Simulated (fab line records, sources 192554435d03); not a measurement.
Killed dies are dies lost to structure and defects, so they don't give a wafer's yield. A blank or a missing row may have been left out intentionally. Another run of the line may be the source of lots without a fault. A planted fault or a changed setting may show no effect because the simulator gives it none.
Which tool did it? | flow n5_finfet | 33 wafers from 11 lots sampled at 4 of the route's 1938 steps

## WHAT THE GAUGES SHOWED, per wafer
N5_BEOL_M8_THK_MEAS_01. Usual: M8_ILD_THK typically reads 155.9 nm, with standard deviation 2.3.
lot  | measured     | on            | M8_ILD_THK (nm)   | flag
L303 | day 11 14:40 | film_metro-02 | 151.4 155.1 154.6 |
L307 | day 13 11:50 | film_metro-01 | 156.6 155.5 157.0 |
L310 | day 13 19:13 | film_metro-01 | 156.7 154.4 157.0 |
L314 | day 15 07:00 | film_metro-01 | 153.7 157.2 158.0 |
L315 | day 15 11:42 | film_metro-02 | 156.5 153.1 157.5 |
L317 | day 15 12:03 | film_metro-01 | 154.8 159.7 157.3 |
L316 | day 15 12:35 | film_metro-01 | 155.9 158.5 157.2 |
L320 | day 17 06:17 | film_metro-02 | 154.0 153.3 156.7 |
L323 | day 17 06:41 | film_metro-01 | 157.3 158.4 159.0 |
L324 | day 17 10:17 | film_metro-02 | 154.1 156.9 157.0 |
L325 | day 17 10:49 | film_metro-02 | 155.9 155.7 156.2 |

N5_BEOL_M8_CD_MEAS_28: the cd target is 40 nm. Usual: cd_nm reads 40.05 nm (standard deviation 0.25).
lot  | measured     | on        | cd_nm (nm)        | flag
L303 | day 11 19:25 | cd_sem-01 | 39.70 39.95 40.11 |
L307 | day 13 13:10 | cd_sem-02 | 40.10 40.06 39.67 |
L310 | day 13 23:16 | cd_sem-02 | 40.61 40.25 40.53 |
L314 | day 15 10:17 | cd_sem-02 | 40.23 40.39 40.36 |
L315 | day 15 15:34 | cd_sem-01 | 39.93 40.29 39.88 |
L317 | day 15 15:37 | cd_sem-01 | 40.20 40.18 40.10 |
L316 | day 15 15:49 | cd_sem-02 | 39.89 39.76 40.31 |
L320 | day 17 13:48 | cd_sem-02 | 40.17 39.80 39.87 |
L323 | day 17 13:28 | cd_sem-01 | 39.99 40.48 39.99 |
L324 | day 17 18:31 | cd_sem-03 | 39.86 39.83 40.04 |
L325 | day 17 18:12 | cd_sem-03 | 39.78 40.08 40.21 |

## WHICH TOOL RAN EACH LOT (tool, then ch and the chambers of the sampled wafers, then the start)
lot  | N5_BEOL_M8_STRIP_67                | N5_BEOL_M8_COAT_22
L303 | rie_diel-04 ch 1,3, day 11 17:16   | litho_track-01 ch 0, day 11 19:09
L307 | rie_diel-01 ch 1,2,3, day 13 12:39 | litho_track-03 ch 0, day 13 12:54
L310 | rie_diel-04 ch 0,1,2, day 13 21:25 | litho_track-03 ch 0, day 13 22:40
L314 | rie_diel-04 ch 2,3, day 15 09:44   | litho_track-02 ch 0, day 15 10:01
L315 | rie_diel-04 ch 0,2,3, day 15 13:34 | litho_track-01 ch 0, day 15 15:11
L317 | rie_diel-03 ch 0,3, day 15 13:50   | litho_track-02 ch 0, day 15 15:11
L316 | rie_diel-04 ch 0,3, day 15 14:05   | litho_track-02 ch 0, day 15 15:23
L320 | rie_diel-03 ch 0,1,2, day 17 08:16 | litho_track-03 ch 0, day 17 13:25
L323 | rie_diel-04 ch 1,3, day 17 08:24   | litho_track-02 ch 0, day 17 13:04
L324 | rie_diel-04 ch 1,2, day 17 12:45   | litho_track-03 ch 0, day 17 18:15
L325 | rie_diel-03 ch 0,3, day 17 13:12   | litho_track-01 ch 0, day 17 17:56
- N5_BEOL_M8_STRIP_67: strips in CF4.
- N5_BEOL_M8_COAT_22: resist thk 30 nm.

## WHAT THE TOOLS THEMSELVES READ (means of the sampled wafers that have a number; where no wafer has one, the mark that the record gives instead)
N5_BEOL_M8_STRIP_67. Usual: for cf4_flow_sccm, 150.0 sccm with a standard deviation of 0.5; for chamber_pressure_mTorr, 50.00 mTorr with a standard deviation of 0.046; for drypump_motor_current_A, 5.6 A with a standard deviation of 0.42; for oes_product_au, 0.79 a.u. with a standard deviation of 0.076; for rf_vpp_V, 271.5 V with a standard deviation of 1.5; for showerhead_plenum_p_Torr, 1.81 Torr with a standard deviation of 0.052; for throttle_valve_pct, 13.56 % with a standard deviation of 0.25.
lot  | tool        | cf4_flow_sccm (sccm) | chamber_pressure_mTorr (mTorr) | drypump_motor_current_A (A) | oes_product_au (a.u.) | rf_vpp_V (V) | showerhead_plenum_p_Torr (Torr) | throttle_valve_pct (%) | flag
L303 | rie_diel-04 | 150.5                | 49.98                          | 5.5                         | 0.83                  | 272.5        | 1.87                            | 13.34                  |
L307 | rie_diel-01 | 150.1                | 49.98                          | 5.7                         | 0.83                  | 270.6        | 1.81                            | 13.38                  |
L310 | rie_diel-04 | 150.0                | 50.04                          | 5.6                         | 0.84                  | 270.6        | 1.82                            | 13.56                  |
L314 | rie_diel-04 | 149.9                | 49.98                          | 5.6                         | 0.77                  | 270.4        | 1.78                            | 13.69                  |
L315 | rie_diel-04 | 149.8                | 50.00                          | 5.8                         | 0.77                  | 271.2        | 1.81                            | 13.69                  |
L317 | rie_diel-03 | 150.4                | 49.98                          | 5.6                         | 0.70                  | 270.7        | 1.75                            | 13.86                  |
L316 | rie_diel-04 | 149.6                | 49.96                          | 6.0                         | 0.72                  | 271.6        | 1.83                            | 13.68                  |
L320 | rie_diel-03 | 149.9                | 49.99                          | 5.6                         | 0.71                  | 270.7        | 1.78                            | 13.85                  |
L323 | rie_diel-04 | 150.1                | 50.01                          | 5.5                         | 0.85                  | 273.2        | 1.86                            | 13.25                  |
L324 | rie_diel-04 | 150.2                | 50.05                          | 5.3                         | 0.80                  | 270.6        | 1.79                            | 13.62                  |
L325 | rie_diel-03 | 149.9                | 50.02                          | 5.2                         | 0.70                  | 270.1        | 1.72                            | 13.88                  |

N5_BEOL_M8_COAT_22. Usual: spin_speed_rpm reads 1499.8 rpm (standard deviation 1.1).
lot  | tool           | spin_speed_rpm (rpm) | flag
L303 | litho_track-01 | 1500.0               |
L307 | litho_track-03 | 1562.4               | OFF
L310 | litho_track-03 | 1563.4               | OFF
L314 | litho_track-02 | 1498.1               |
L315 | litho_track-01 | 1499.4               |
L317 | litho_track-02 | 1499.6               |
L316 | litho_track-02 | 1499.6               |
L320 | litho_track-03 | 1499.2               |
L323 | litho_track-02 | 1499.4               |
L324 | litho_track-03 | 1500.3               |
L325 | litho_track-01 | 1499.4               |

## THE ANSWER, worked out from the rows above alone
Rule: lot off if the mean of its wafers having a number is beyond 3 standard deviations from the usual mean. A lot without any number at a reading at which 4 lots or more have one is off too. Where the step has rows for the other lots, those lots are counted as sound. First the gauges in route order, then the tools' own readings, where a lot's mean is used as printed above. At the first step where some lot is off, the reading lying furthest off is the one used; lots without a number count as furthest.
Off: L307, L310 (N5_BEOL_M8_COAT_22, spin_speed_rpm).
If a tool, at that step or one of the process steps before it, ran each lot that is off and ran no sound lot following the first of them, it fits. Not one of the candidates tried fits.

## WHAT THE SIMULATOR HAD PUT IN
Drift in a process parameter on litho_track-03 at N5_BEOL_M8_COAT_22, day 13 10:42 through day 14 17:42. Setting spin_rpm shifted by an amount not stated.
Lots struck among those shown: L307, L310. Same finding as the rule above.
